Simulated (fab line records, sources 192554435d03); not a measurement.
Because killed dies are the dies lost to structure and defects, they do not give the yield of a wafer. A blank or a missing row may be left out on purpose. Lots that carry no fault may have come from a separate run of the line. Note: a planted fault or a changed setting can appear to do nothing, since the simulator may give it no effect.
Comparing a struck lot with a sound one -- flow n5-finfet -- 41 out of 1938 route steps
Sound: these wafers, L486.2, L486.3, L486.5. Struck: wafers L489.1, L489.3, L489.5. The cause is given at the end.
Order at every step that has rows: each side's tool, ch and its chambers, its first start. Under that, the readings that differ: sound wafers -- struck wafers -- difference of the means -- sigmas: that difference in standard deviations of wafers without a fault.
alike: readings with means less than 2 such deviations apart, plus words and numbers identical on both sides. not compared: withheld readings, readings lacking a value on some wafer, bounds such as >300 that could conceal the same value, and numbers that have no deviation in the record and whose values overlap.
Wherever a step has rows on one side only, a row that says differs or no value, or a row with sigmas, the two part there. Numbers that have no deviation but don't overlap get no sigmas and don't part them. A reading that every wafer of one side lacks parts them only if that side has two wafers or more.

first, 12 steps without rows for these wafers: N5_HKMG_FIN_ETCH_31 (etches SiARC in CF4, target depth 45.5 nm, time 75.8 s); N5_HKMG_FIN_ETCH_32 (etches SOC in N2/H2, target depth 240 nm, time 300 s); N5_HKMG_FIN_STRIP_33 (strips in N2/H2); N5_HKMG_FIN_STRIP_34 (strips in CF4); N5_HKMG_FIN_ETCH_35 (etches SOC in N2/H2, target depth 215.8 nm, time 243.4 s); N5_HKMG_FIN_STRIP_92 (strips SOC in N2/H2, time 20 s); N5_HKMG_FIN_WET_ETCH_18 (etches TiN in SC1, time 55 s, target depth 5.2 nm, rinse time 30 s); N5_HKMG_FIN_STRIP_19 (strips in N2/H2, time 360 s); N5_HKMG_FIN_ALD_91 (deposits TiN, target thk 1 nm, pulse time 1 s, purge time 3 s); N5_HKMG_FIN_COAT_85 (time 60 s, resist thk 300 nm); N5_HKMG_FIN_ETCH_86 (etches SOC in N2/H2, stops on TiN, target depth 393.2 nm); N5_HKMG_FIN_STRIP_89 (strips SOC in N2/H2, time 20 s).
N5_HKMG_FIN_WET_ETCH_87: etches TiN in SC1, time 154.2 s, target depth 4.7 nm, rinse time 30 s.
  sound on wet-bench-04 ch 0,3,5, day 6 00:22; struck on wet-bench-04 ch 1,2,5, day 6 16:34
  alike: temp-c
then, 27 steps without rows for these wafers: N5_HKMG_FIN_STRIP_88 (strips in N2/H2, time 360 s); N5_HKMG_FIN_NWFM_ALD_20 (deposits TiAlC, target thk 2 nm, pulse time 3 s, purge time 2 s); N5_HKMG_FIN_ALD_71 (deposits TiN, target thk 1 nm, pulse time 1 s, purge time 3 s); N5_HKMG_FIN_COAT_66 (time 60 s, resist thk 300 nm); N5_HKMG_FIN_ETCH_67 (etches SOC in N2/H2, stops on TiN, target depth 388.9 nm); N5_HKMG_FIN_STRIP_90 (strips SOC in N2/H2, time 20 s); N5_HKMG_FIN_WET_ETCH_73 (etches the open film in SC1, time 42.3 s, target depth 1.3 nm, rinse time 30 s); N5_HKMG_FIN_ETCHBACK_68 (etches the open film in Cl2/Ar, stops on HfO2, target depth 0.5 nm); N5_HKMG_FIN_STRIP_69 (strips in N2/H2, time 360 s); N5_HKMG_FIN_ALD_21 (deposits TiN, target thk 1.5 nm, pulse time 1 s, purge time 3 s); N5_HKMG_FIN_ALD_72 (deposits W, target thk 2 nm, pulse time 1 s, purge time 2 s); N5_HKMG_FIN_W_FILL_22 (material W, target thk 60 nm, time 18.2 s); N5_HKMG_FIN_PRECLEAN_83 (cleans in DIW, time 57.5 s); N5_HKMG_FIN_SRD_84 (dry time 32 s); N5_HKMG_FIN_CMP_23 (polishes, stops on SiNx, t overpolish 10 s, target thk 46.326 nm); N5_HKMG_FIN_CMP_94 (polishes, stops on SiNx, t overpolish 4.7 s, target thk 43.299 nm); N5_GATE_CUT_ETCHBACK_00 (etches W in SF6/Cl2); N5_GATE_CUT_ETCH_56 (etches TiN in Cl2/Ar, target depth 21.6 nm); N5_GATE_CUT_ETCHBACK_30 (etches TiN in Cl2/Ar, target depth 3 nm); N5_GATE_CUT_VAPOR_ETCH_60 (etches HfO2 in BCl3/Cl2); N5_GATE_CUT_ETCH_58 (etches SiNx in CH3F/O2, target depth 17 nm, time 128.6 s); N5_GATE_CUT_STRIP_59 (strips in N2/H2, time 20 s); N5_GATE_CUT_PRECLEAN_31 (cleans in DIW, time 300 s); N5_GATE_CUT_SRD_32 (time 30 s); N5_GATE_CUT_SAC_CAP_01 (material SiNx, target thk 24 nm, pulse time 1 s, ald cycles 480); N5_GATE_CUT_PECVD_57 (deposits SiNx from SiH4/NH3/N2, target thk 21 nm); N5_GATE_CUT_CMP_02 (polishes, stops on SiO2, t overpolish 12.7 s, target thk 0 nm).
-- here the record skips 8 days between the struck wafers' starts before and after, leaving off in module GATE_CUT and picking up in module PASSIVATION (first step shown: number 1936 of the route) --
N5_PASSIVATION_PROBE_49:
  the record has rows for the struck wafers here (prober-01, day 15 00:38) and none for the sound ones

== WHERE THEY PART ==
Only at N5_PASSIVATION_PROBE_49, as far as this record shows.

WHY: what the simulator had put in
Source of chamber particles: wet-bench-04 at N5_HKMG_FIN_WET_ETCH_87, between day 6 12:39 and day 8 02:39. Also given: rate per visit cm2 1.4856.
